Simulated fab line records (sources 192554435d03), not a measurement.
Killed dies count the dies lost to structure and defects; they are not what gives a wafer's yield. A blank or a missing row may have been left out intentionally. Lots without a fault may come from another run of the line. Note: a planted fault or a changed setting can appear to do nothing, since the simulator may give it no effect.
One fault through the eyes of 3 desks / flow n5-finfet / numbers are kept per desk, each desk with only its own; the story behind them comes last
Where a reading is given only as a bound, like >300, the bound stands for it, and a mean or a difference that rests on one is marked > or <: the true number lies beyond.

THE DEFECT DESK
What the inspections along the route counted, lot by lot: means of the sampled wafers that have a number. If a lot's mean is further than 4 standard deviations from the usual mean, the lot is out of limits and carries the mark OUT (the distance appears in the brackets).
Columns: A = raw-defect-count at N5_PASSIVATION_INSPECT_61, usual 2.1
lot=L364; first seen here=day 12 21:03; A=1.3
lot=L366; first seen here=day 13 02:26; A=3.0
lot=L367; first seen here=day 13 13:12; A=2.0
lot=L372; first seen here=day 14 18:41; A=>300 (+99 or more) OUT
lot=L378; first seen here=day 15 21:15; A=1.7
lot=L377; first seen here=day 15 21:25; A=>300 (+99 or more) OUT
lot=L379; first seen here=day 16 02:24; A=2.0
lot=L380; first seen here=day 16 03:43; A=3.0
lot=L387; first seen here=day 18 05:55; A=1.3
lot=L386; first seen here=day 18 12:05; A=1.7
Finding of this desk: L372, L377 out of limits; the first was L372 at day 14 18:41, on raw-defect-count at N5_PASSIVATION_INSPECT_61. L364, L366, L367, L378, L379, L380, L387, L386: within limits.

METROLOGY DESK
Lot by lot, what the gauges showed, no matter which tool ran the lot: averages of those sampled wafers that carry a number. If a lot's mean is further than 4 standard deviations from the usual mean, the lot is out of limits and carries the mark OUT (the distance appears in the brackets).
Columns: A = MIM_BOT_OVL at N5_MIM_BOT_LITHO_OVL_MEAS_11, usual -2 nm
lot=L364; first seen here=day 12 19:34; A=-14
lot=L366; first seen here=day 13 00:43; A=-15
lot=L367; first seen here=day 13 09:40; A=-6
lot=L372; first seen here=day 14 13:10; A=0
lot=L377; first seen here=day 15 17:57; A=1
lot=L378; first seen here=day 15 18:31; A=0
lot=L379; first seen here=day 15 22:58; A=1
lot=L380; first seen here=day 16 02:02; A=8
lot=L387; first seen here=day 18 03:30; A=-7
lot=L386; first seen here=day 18 09:29; A=1
This desk's finding: nothing out of limits on any of the 10 lots.

TOOL OWNER'S DESK, rie-metal-02
The tool's own readings at N5_MIM_BOT_ETCH_ETCH_03 (etches the open film in Cl2/BCl3, target depth 12 nm): means of the sampled wafers that have a number, for each lot that ran on this tool. If a lot's mean is further than 4 standard deviations from the usual mean, the lot is out of limits and carries the mark OUT (the distance appears in the brackets).
Columns: A = drypump-motor-current-A at N5_MIM_BOT_ETCH_ETCH_03, usual 5.5 A; B = oes-product-au at N5_MIM_BOT_ETCH_ETCH_03, usual 0.79 a.u.; C = throttle-valve-pct at N5_MIM_BOT_ETCH_ETCH_03, usual 27.53 %
lot=L364; first seen here=day 12 19:47; A=5.4; B=0.62; C=27.92
lot=L367; first seen here=day 13 09:59; A=5.4; B=0.69; C=27.80
lot=L372; first seen here=day 14 13:28; A=5.5; B=0.88; C=27.61
lot=L377; first seen here=day 15 18:11; A=5.5; B=0.85; C=27.61
lot=L386; first seen here=day 18 09:42; A=5.4; B=0.86; C=27.71
This desk's finding: nothing out of limits on any of the 5 lots.

BROUGHT TOGETHER
The defect desk could have raised an alarm at day 14 18:41, on L372, L377.
Nothing out of limits was seen by the metrology desk.
The tool owner's desk saw nothing out of limits.
The metrology desk holds a record of L372, L377, inside its limits.
On record at the tool owner's desk: L372, L377, within its limits.
Every lot named ran N5_MIM_BOT_ETCH_ETCH_03 on rie-metal-02.

WHAT THE SIMULATOR HAD INSERTED
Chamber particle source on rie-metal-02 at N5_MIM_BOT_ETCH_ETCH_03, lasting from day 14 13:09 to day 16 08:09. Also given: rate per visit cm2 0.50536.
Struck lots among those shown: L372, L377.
Hours from the fault's start to each desk's first reading out of limits: the defect desk, 6.
